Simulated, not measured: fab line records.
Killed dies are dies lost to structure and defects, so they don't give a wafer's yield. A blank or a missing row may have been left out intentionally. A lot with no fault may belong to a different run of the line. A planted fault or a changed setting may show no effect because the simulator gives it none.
Matching of chambers / flow n5Finfet / pecvd-03 running N5_BEOL_M6_PECVD_70: 3 sister chambers
The step deposits SiO2 from TEOS/O2, target thk 20 nm, time 22.7 s. 6 wafers are shown with their chamber, then 7 later ones without.

EACH WAFER AND ITS CHAMBER
wafer=L077.3; chamber=0; heaterPowerW (W)=841; showerheadPlenumPTorr (Torr)=8.73
wafer=L084.3; chamber=0; heaterPowerW (W)=839; showerheadPlenumPTorr (Torr)=8.76
wafer=L076.4; chamber=1; heaterPowerW (W)=623; showerheadPlenumPTorr (Torr)=8.84
wafer=L076.6; chamber=2; heaterPowerW (W)=847; showerheadPlenumPTorr (Torr)=8.85
wafer=L091.2; chamber=2; heaterPowerW (W)=807; showerheadPlenumPTorr (Torr)=8.84
wafer=L091.4; chamber=1; heaterPowerW (W)=706; showerheadPlenumPTorr (Torr)=8.83

WAFERS WITH NO CHAMBER GIVEN
wafer=L091.5; heaterPowerW (W)=814; showerheadPlenumPTorr (Torr)=8.84
wafer=L086.2; heaterPowerW (W)=775; showerheadPlenumPTorr (Torr)=8.84
wafer=L086.3; heaterPowerW (W)=654; showerheadPlenumPTorr (Torr)=8.82
wafer=L086.4; heaterPowerW (W)=665; showerheadPlenumPTorr (Torr)=8.81
wafer=L095.4; heaterPowerW (W)=719; showerheadPlenumPTorr (Torr)=8.84
wafer=L095.5; heaterPowerW (W)=830; showerheadPlenumPTorr (Torr)=8.75
wafer=L095.6; heaterPowerW (W)=848; showerheadPlenumPTorr (Torr)=8.84

WHICH CHAMBER EACH WENT THROUGH
wafer=L091.5; from the rows above=2; in truth=2
wafer=L086.2; from the rows above=can't be placed: 2 or 1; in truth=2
wafer=L086.3; from the rows above=1; in truth=1
wafer=L086.4; from the rows above=1; in truth=1
wafer=L095.4; from the rows above=can't be placed: 1 or 2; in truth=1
wafer=L095.5; from the rows above=0; in truth=0
wafer=L095.6; from the rows above=2; in truth=2
Correctly placed: 5 of 7. Can't be placed from these rows: 2 (the true chamber is among the candidates in 2). Wrongly placed: 0.
How it was worked out, from the rows above alone: a wafer's distance from a chamber is the root of the sum, over the readings, of the square of ((its reading less the chamber's mean) divided by the reading's scatter). The wafer belongs to the nearest chamber; if the next one is less than 2 further off, it can't be placed. A chamber's mean is the mean of its shown wafers. The scatter: the root of (the sum of the squares of (reading less its chamber's mean) over the shown wafers, divided by (wafers less chambers)).
